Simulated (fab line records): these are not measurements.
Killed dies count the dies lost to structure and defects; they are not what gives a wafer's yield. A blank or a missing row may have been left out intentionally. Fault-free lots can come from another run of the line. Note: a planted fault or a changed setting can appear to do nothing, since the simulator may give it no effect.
fab line records | flow n5-finfet | part 2 of 2: steps 23 to 30 of 30
[record] lots = 5 wafers = 15 last-day = 16
route steps=1938 shown FIN_SAQP@139 FIN_CUT@154
lots that met no fault: taken from a fault-free run of the same line
start-h: start of the lot's first displayed wafer, in hours after the record's first day | wait-h: hours elapsed since this lot's preceding step | " identical to the entry in the row above | L1.1+2: one row covering several wafers at once | - no value, or no start was given | * or withheld: withheld | < > ~ a bound
route shown NAME@n: a module of which the file shows steps, and the number in the route of the first | usual: mean and standard deviation over wafers with no fault | same: alike in all rows | chamber/n: place in a boat | sites: the reading at each site | _std_site: how widely they spread, as a standard deviation | _edge_site: outer sites' mean less inner sites' | radius-mm: for every site, how far away it sits from the centre of the wafer | mask NAME#n: copy n | behind: the most recent tool/chamber to have shaped the wafer | hold: why the lot went on hold/how many hours it stayed there/how the hold came to an end | device: whichever transistor did not switch (one of n, p or np) | end of line: the tests these same wafers got at the end of their route | where a step has no rows: the recipe by itself | killed: dies that structure and defects cost at the first sort, which is not the same as the wafer's yield | map: shows each die of a wafer: x if killed, . if not, _ if none is there
set.NAME: the setting that was run; set.NAME@STEP: the one run at that earlier step | model.NAME: the simulator's own value behind a step, which no gauge read
a table for each step, a row for each wafer; lots at some steps of the route
services: from which hour (start-h, from the record's first day; less than 0 if before it) a tool's chamber was out of use, for how many hours, and why
[[steps]]
[step N5_FIN_CUT_PEB_06]
[recipe] peb-temp-c = 100 peb-time-s = 60 resist = CAR-EUV
// columns lot.wafer tool chamber start-h wait-h
L086.1+3+5 litho-track-01 0 99.53 0.1
L087.1+5+6 litho-track-02 0 105.71 0.1
L089.2+5+6 litho-track-05 0 116.70 0.1
L091.3+4+6 litho-track-05 0 136.09 0.0
L093.3+4+6 litho-track-01 0 144.36 0.0
[step N5_FIN_CUT_DEVELOP_07]
[recipe] develop-time-s = 30 developer = TMAH resist = CAR-EUV rinse-liquid = surfactant-rinse dry = air-spin dev-temp-c = 23
// columns lot.wafer tool chamber start-h wait-h
L086.1+3+5 litho-track-01 0 - -
L087.1+5+6 litho-track-02 0 - -
L089.2+5+6 litho-track-05 0 - -
L091.3+4+6 litho-track-05 0 - -
L093.3+4+6 litho-track-01 0 - -
[step N5_FIN_CUT_CD_MEAS_08]
[recipe] target-cd-nm = 29.1 landing-energy-ev = 500 detector = se-inlens polarity = opening
[usual] cd-nm = 29.09/0.22
// columns lot.wafer tool chamber start-h wait-h cd-nm
L086.1 cd-sem-02 0 99.60 - 29.13
L086.3 " 0 " " 28.94
L086.5 " 0 " " 29.02
L087.1 cd-sem-03 0 105.77 - 29.10
L087.5 " 0 " " 29.01
L087.6 " 0 " " 29.07
L089.2 cd-sem-02 0 116.77 - 28.77
L089.5 " 0 " " 29.40
L089.6 " 0 " " 29.23
L091.3 cd-sem-03 0 136.16 - 29.04
L091.4 " 0 " " 28.98
L091.6 " 0 " " 28.85
L093.3 cd-sem-02 0 144.42 - 29.43
L093.4 " 0 " " 29.42
L093.6 " 0 " " 29.44
[step N5_FIN_CUT_OVL_MEAS_09]
[recipe] points-per-wafer = 522
[usual] FIN_CUT_OVL = 0.2/0.73
[same] points-per-wafer = 522
// columns lot.wafer tool chamber start-h wait-h FIN_CUT_OVL[nm]
L086.1 overlay-02 0 99.63 0.0 -0.7
L086.3 " 0 " " -1.1
L086.5 " 0 " " -1.0
L087.1 overlay-02 0 105.81 0.0 0.7
L087.5 " 0 " " -0.1
L087.6 " 0 " " 0.9
L089.2 overlay-01 0 116.81 0.0 -0.3
L089.5 " 0 " " 0.6
L089.6 " 0 " " -0.4
L091.3 overlay-01 0 136.20 0.0 0.1
L091.4 " 0 " " 1.4
L091.6 " 0 " " 0.8
L093.3 overlay-02 0 144.46 0.0 -0.4
L093.4 " 0 " " 0.7
L093.6 " 0 " " 0.3
[step N5_FIN_CUT_INSPECT_10]
[recipe] mode = adi inspect-instrument = brightfield
[usual] raw-defect-count = 42/11
// columns lot.wafer tool chamber start-h wait-h raw-defect-count
L086.1 defect-inspect-02 - 99.69 0.1 46
L086.3 " - " " 53
L086.5 " - " " 41
L087.1 defect-inspect-01 - 105.86 0.1 52
L087.5 " - " " 44
L087.6 " - " " 36
L089.2 defect-inspect-02 - 116.86 0.0 43
L089.5 " - " " 57
L089.6 " - " " 44
L091.3 defect-inspect-02 - 136.25 0.0 34
L091.4 " - " " 39
L091.6 " - " " 47
L093.3 defect-inspect-01 - 144.51 0.0 61
L093.4 " - " " 56
L093.6 " - " " 52
[step N5_FIN_CUT_DESCUM_13]
[recipe] chemistry = O2 time-s = 7 source-power-w = 50 bias-power-w = 20 pressure-mtorr = 20 rf-frequency-hz = 2.712e+07 temp-c = 40 resist = CAR-EUV o2-flow-sccm = 225
[usual] drypump-motor-current-A = 5.7/0.5 oes-product-au = 0.77/0.072 rf-vpp-V = 243.0/1.4 showerhead-plenum-p-Torr = 2.08/0.074 throttle-valve-pct = 20.48/0.2
// columns lot.wafer tool chamber start-h wait-h drypump-motor-current-A oes-product-au rf-hours-counter-h rf-vpp-V showerhead-plenum-p-Torr throttle-valve-pct
L086.1 rie-diel-05 1 99.72 0.0 5.8 0.77 152 245.0 2.18 20.58
L086.3 " 2 " " 5.4 0.76 151 243.4 2.09 20.70
L086.5 " 0 " " 5.6 0.70 - 243.8 2.07 20.41
L087.1 rie-diel-06 1 105.90 0.0 5.5 0.75 160 241.9 2.00 20.30
L087.5 " 2 " " 6.5 0.79 - 243.1 2.10 20.47
L087.6 " 3 " " 6.5 0.86 - 242.6 2.04 20.42
L089.2 rie-diel-05 1 117.46 0.6 5.8 0.77 158 245.7 2.18 20.60
L089.5 " 0 " " 5.7 0.71 - 243.3 2.07 20.40
L089.6 " 3 " " 5.7 0.69 - 240.6 1.98 20.68
L091.3 rie-diel-02 1 136.32 0.1 5.5 0.75 144 243.1 2.19 20.51
L091.4 " 1 " " 5.6 0.75 - 246.2 2.19 20.51
L091.6 " 2 " " 5.1 0.81 - 241.6 2.03 20.31
L093.3 rie-diel-05 1 144.78 0.3 5.8 0.76 167 246.3 2.18 20.59
L093.4 " 3 " " 5.7 0.68 241 240.7 1.98 20.67
L093.6 " 3 " " 5.7 0.68 - 242.9 1.98 20.68
[step N5_FIN_CUT_ETCH_30]
[recipe] chemistry = N2/H2 target = underlayer target-depth-a = 130 mask-material = CAR-EUV time-s = 10.4 ion-energy-ev = 200 pressure-mtorr = 30 source-w = 840 bias-w = 150 n2-flow-sccm = 200 h2-flow-sccm = 200 ends = cleared
[usual] drypump-motor-current-A = 5.7/0.51 etch-rf-on-time-s = 10.51/0.15 oes-product-au = 0.65/0.061 rf-vpp-V = 523.5/2.6 showerhead-plenum-p-Torr = 2.53/0.087 throttle-valve-pct = 17.94/0.24
// columns lot.wafer tool chamber start-h wait-h drypump-motor-current-A etch-rf-on-time-s oes-product-au rf-hours-counter-h rf-vpp-V showerhead-plenum-p-Torr throttle-valve-pct
L086.1 rie-diel-05 1 99.76 0.0 5.9 10.49 0.66 152 527.4 2.65 18.11
L086.3 " 2 " " 5.4 10.24 0.66 151 523.3 2.55 18.22
L086.5 " 0 " " 5.6 10.43 0.60 - 523.3 2.51 17.90
L087.1 rie-diel-06 1 105.93 0.0 5.5 10.65 0.64 160 521.7 2.44 17.89
L087.5 " 2 " " 6.5 10.40 0.67 - 523.6 2.54 17.78
L087.6 " 3 " " 6.5 10.48 0.74 - 521.9 2.48 17.77
L089.2 rie-diel-05 1 117.49 0.0 5.8 10.55 0.65 158 528.0 2.65 18.11
L089.5 " 0 " " 5.6 10.58 0.60 - 523.7 2.51 17.89
L089.6 " 3 " " 5.7 10.49 0.58 - 521.4 2.40 18.15
L091.3 rie-diel-02 1 136.35 0.0 5.6 10.66 0.64 144 526.3 2.66 18.07
L091.4 " 1 " " 5.6 10.62 0.64 - 527.8 2.66 18.06
L091.6 " 2 " " 5.1 10.52 0.69 - 520.4 2.47 17.66
L093.3 rie-diel-05 1 144.82 0.0 5.9 10.49 0.65 167 528.7 2.65 18.15
L093.4 " 3 " " 5.7 10.49 0.59 241 519.7 2.40 18.17
L093.6 " 3 " " 5.7 10.44 0.59 - 520.2 2.40 18.17
[step N5_FIN_CUT_ETCH_20]
[recipe] chemistry = CF4 target = SiARC target-depth-a = 260 mask-material = CAR-EUV time-s = 43.3 ion-energy-ev = 80 pressure-mtorr = 40 source-w = 545 bias-w = 36 Ar_flow_sccm = 100 cf4-flow-sccm = 100 ends = cleared
[usual] drypump-motor-current-A = 5.7/0.5 etch-rf-on-time-s = 43.6/0.65 oes-product-au = 0.65/0.061 rf-vpp-V = 184.1/1.2 showerhead-plenum-p-Torr = 2.13/0.067 throttle-valve-pct = 15.66/0.22
// columns lot.wafer tool chamber start-h wait-h drypump-motor-current-A etch-rf-on-time-s oes-product-au rf-hours-counter-h rf-vpp-V showerhead-plenum-p-Torr throttle-valve-pct
L086.1 rie-diel-05 1 99.78 0.0 5.8 43.0 0.66 152 186.7 2.23 15.72
L086.3 " 2 " " 5.4 42.3 0.65 151 183.8 2.14 15.88
L086.5 " 0 " " 5.7 43.7 0.59 - 184.1 2.11 15.60
L087.1 rie-diel-06 1 105.95 0.0 5.5 44.2 0.64 160 182.0 2.06 15.57
L087.5 " 2 " " 6.5 44.0 0.67 - 184.9 2.15 15.71
L087.6 " 3 " " 6.6 43.6 0.73 - 183.2 2.09 15.52
L089.2 rie-diel-05 1 117.51 0.0 5.8 43.5 0.65 158 183.1 2.23 15.74
L089.5 " 0 " " 5.7 43.8 0.60 - 183.0 2.11 15.63
L089.6 " 3 " " 5.7 43.5 0.58 - 183.9 2.04 15.89
L091.3 rie-diel-02 1 136.37 0.0 5.5 44.2 0.64 144 184.8 2.22 15.63
L091.4 " 1 " " 5.6 44.2 0.65 - 185.9 2.22 15.62
L091.6 " 2 " " 5.1 44.5 0.70 - 182.6 2.08 15.45
L093.3 rie-diel-05 1 144.84 0.0 5.9 43.2 0.65 167 185.9 2.22 15.76
L093.4 " 3 " " 5.7 43.3 0.58 241 182.7 2.03 15.90
L093.6 " 3 " " 5.7 43.3 0.57 - 183.7 2.03 15.93
[[services]]
// columns tool chamber start-h hours kind
euv-scanner-02 - 78.21 4.6 pm
rie-diel-02 1 79.45 2.7 repair
euv-scanner-01 - 82.81 1.0 pm
wet-bench-01 - 86.46 1.7 repair
rie-diel-05 3 87.43 14.2 repair
rie-si-06 2 87.53 31.1 repair
rie-diel-02 0 89.49 2.7 repair
rie-diel-03 3 90.78 8.7 repair
euv-scanner-01 - 93.59 4.6 pm
euv-scanner-02 - 100.52 1.0 pm
litho-track-05 - 102.02 - consumable-replace:filter
rie-si-03 - 107.35 0.1 repair
rie-diel-06 1 113.05 1.8 repair
rie-diel-02 2 113.09 5.5 repair
rie-diel-02 3 114.85 2.7 repair
rie-diel-02 0 118.74 - clean
rie-diel-02 0 118.74 - consumable-replace:focus-ring
rie-diel-02 0 118.74 - consumable-replace:showerhead
rie-diel-03 2 120.65 6.2 repair
rie-diel-01 1 121.10 5.2 repair
euv-scanner-01 - 123.21 0.5 repair
euv-scanner-02 - 133.33 5.8 pm
rie-diel-05 0 134.07 5.7 repair
euv-scanner-01 - 139.11 1.0 pm
